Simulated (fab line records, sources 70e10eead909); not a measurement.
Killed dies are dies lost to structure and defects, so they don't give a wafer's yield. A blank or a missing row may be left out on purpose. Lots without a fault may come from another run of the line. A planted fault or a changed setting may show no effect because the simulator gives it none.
Chamber matching | flow nand_harc | NHARC_A_SGD_CUT_DESCUM_14 on rie_diel-13: 4 sister chambers
The step chemistry O2, time 3 s. 16 wafers are shown with their chamber, then 8 later ones without.

WAFERS WITH THEIR CHAMBER
wafer  | chamber | showerhead_plenum_p_Torr (Torr) | drypump_motor_current_A (A) | oes_product_au (a.u.)
L078.1 | 1       | 1.95                            | 5.8                         | 1.007
L078.4 | 3       | 1.96                            | 6.0                         | 1.000
L078.5 | 2       | 1.82                            | 5.3                         | 0.992
L079.2 | 0       | 1.95                            | 5.5                         | 1.004
L079.3 | 1       | 1.95                            | 5.8                         | 1.002
L079.4 | 3       | 1.96                            | 6.0                         | 0.997
L082.2 | 3       | 1.96                            | 6.0                         | 1.004
L082.3 | 0       | 1.95                            | 5.4                         | 1.007
L082.4 | 2       | 1.82                            | 5.3                         | 0.986
L084.2 | 0       | 1.95                            | 5.5                         | 1.004
L084.4 | 2       | 1.82                            | 5.3                         | 0.998
L084.5 | 0       | 1.95                            | 5.5                         | 1.002
L088.2 | 2       | 1.82                            | 5.3                         | 0.999
L088.4 | 3       | 1.96                            | 6.0                         | 0.995
L088.5 | 3       | 1.96                            | 6.0                         | 1.005
L091.3 | 1       | 1.94                            | 5.8                         | 1.005

SIGNATURES (means of the wafers above)
reading                  | chamber 0 | chamber 1 | chamber 2 | chamber 3 | scatter within a chamber
showerhead_plenum_p_Torr | 1.9500    | 1.9467    | 1.8200    | 1.9600    | 0.00236
drypump_motor_current_A  | 5.475     | 5.800     | 5.300     | 6.000     | 0.025
oes_product_au           | 1.00425   | 1.00467   | 0.99375   | 1.00020   | 0.00417
Rule: a wafer's distance from a chamber is the root of the sum, over the readings, of the square of ((its reading less the chamber's mean) divided by the reading's scatter). The wafer belongs to the nearest chamber; if the next one is less than 2 further off, it can't be placed. The scatter: the root of (the sum of the squares of (reading less its chamber's mean) over the shown wafers, divided by (wafers less chambers)).

WAFERS WITHOUT THEIR CHAMBER
wafer  | showerhead_plenum_p_Torr (Torr) | drypump_motor_current_A (A) | oes_product_au (a.u.)
L091.4 | 1.82                            | 5.3                         | 1.003
L091.5 | 1.95                            | 5.5                         | 0.999
L095.2 | 1.82                            | 5.3                         | 1.008
L095.3 | 1.94                            | 5.8                         | 1.004
L095.5 | 1.82                            | 5.2                         | 1.004
L095.1 | 1.95                            | 5.5                         | 1.000
L095.4 | 1.96                            | 6.0                         | 0.995
L095.6 | 1.96                            | 6.0                         | 1.002

WHICH CHAMBER EACH WENT THROUGH
wafer  | from the rows above | in truth
L091.4 | 2                   | 2
L091.5 | 0                   | 0
L095.2 | 2                   | 2
L095.3 | 1                   | 1
L095.5 | 2                   | 2
L095.1 | 0                   | 0
L095.4 | 3                   | 3
L095.6 | 3                   | 3
Placed correctly: 8 of 8. Can't be placed from these rows: 0. Placed wrongly: 0.
